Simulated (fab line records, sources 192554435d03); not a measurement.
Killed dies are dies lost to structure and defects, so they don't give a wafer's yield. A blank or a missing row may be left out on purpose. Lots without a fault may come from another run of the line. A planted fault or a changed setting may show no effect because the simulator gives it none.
Chamber matching | flow n5_finfet | N5_BEOL_M7_ETCH_61 on rie_diel-02: 4 sister chambers
The step etches SiARC in CF4, target depth 45.5 nm, time 75.8 s. 20 wafers are shown with their chamber, then 10 later ones without.

WAFERS WITH THEIR CHAMBER
wafer  | chamber | showerhead_plenum_p_Torr (Torr) | drypump_motor_current_A (A) | etch_rf_on_time_s (s)
L074.1 | 3       | 2.06                            | 6.6                         | 76.5
L074.2 | 2       | 2.11                            | 5.9                         | 73.5
L074.6 | 2       | 2.11                            | 5.9                         | 72.9
L075.2 | 1       | 2.21                            | 5.7                         | 80.2
L075.3 | 3       | 2.05                            | 6.5                         | 76.7
L075.5 | 2       | 2.11                            | 5.8                         | 73.5
L077.2 | 2       | 2.11                            | 5.9                         | 74.6
L077.3 | 0       | 2.13                            | 6.5                         | 75.7
L077.5 | 2       | 2.11                            | 5.8                         | 74.6
L085.1 | 1       | 2.20                            | 5.7                         | 79.0
L085.2 | 0       | 2.12                            | 6.5                         | 75.2
L085.6 | 3       | 2.05                            | 6.5                         | 76.3
L088.1 | 0       | 2.12                            | 6.5                         | 75.5
L088.3 | 1       | 2.20                            | 5.7                         | 78.9
L088.5 | 0       | 2.12                            | 6.5                         | 76.0
L089.2 | 3       | 2.04                            | 6.6                         | 76.5
L089.4 | 0       | 2.12                            | 6.6                         | 75.5
L089.5 | 1       | 2.20                            | 5.7                         | 79.0
L091.2 | 3       | 2.04                            | 6.5                         | 76.7
L091.4 | 3       | 2.04                            | 6.5                         | 75.8

SIGNATURES (means of the wafers above)
reading                  | chamber 0 | chamber 1 | chamber 2 | chamber 3 | scatter within a chamber
showerhead_plenum_p_Torr | 2.1220    | 2.2025    | 2.1100    | 2.0467    | 0.00552
drypump_motor_current_A  | 6.520     | 5.700     | 5.860     | 6.533     | 0.0456
etch_rf_on_time_s        | 75.580    | 79.275    | 73.820    | 76.417    | 0.52
Rule: a wafer's distance from a chamber is the root of the sum, over the readings, of the square of ((its reading less the chamber's mean) divided by the reading's scatter). The wafer belongs to the nearest chamber; if the next one is less than 2 further off, it can't be placed. The scatter: the root of (the sum of the squares of (reading less its chamber's mean) over the shown wafers, divided by (wafers less chambers)).

WAFERS WITHOUT THEIR CHAMBER
wafer  | showerhead_plenum_p_Torr (Torr) | drypump_motor_current_A (A) | etch_rf_on_time_s (s)
L091.5 | 2.20                            | 5.7                         | 79.8
L097.2 | 2.10                            | 5.8                         | 71.5
L097.4 | 2.11                            | 6.5                         | 75.4
L097.6 | 2.04                            | 6.5                         | 77.2
L095.3 | 2.20                            | 5.7                         | 79.4
L095.4 | 2.10                            | 5.9                         | 71.2
L095.5 | 2.20                            | 5.7                         | 80.1
L096.2 | 2.10                            | 5.9                         | 70.5
L096.3 | 2.20                            | 5.7                         | 78.8
L096.5 | 2.10                            | 5.8                         | 71.2

WHICH CHAMBER EACH WENT THROUGH
wafer  | from the rows above | in truth
L091.5 | 1                   | 1
L097.2 | 2                   | 2
L097.4 | 0                   | 0
L097.6 | 3                   | 3
L095.3 | 1                   | 1
L095.4 | 2                   | 2
L095.5 | 1                   | 1
L096.2 | 2                   | 2
L096.3 | 1                   | 1
L096.5 | 2                   | 2
Placed correctly: 10 of 10. Can't be placed from these rows: 0. Placed wrongly: 0.
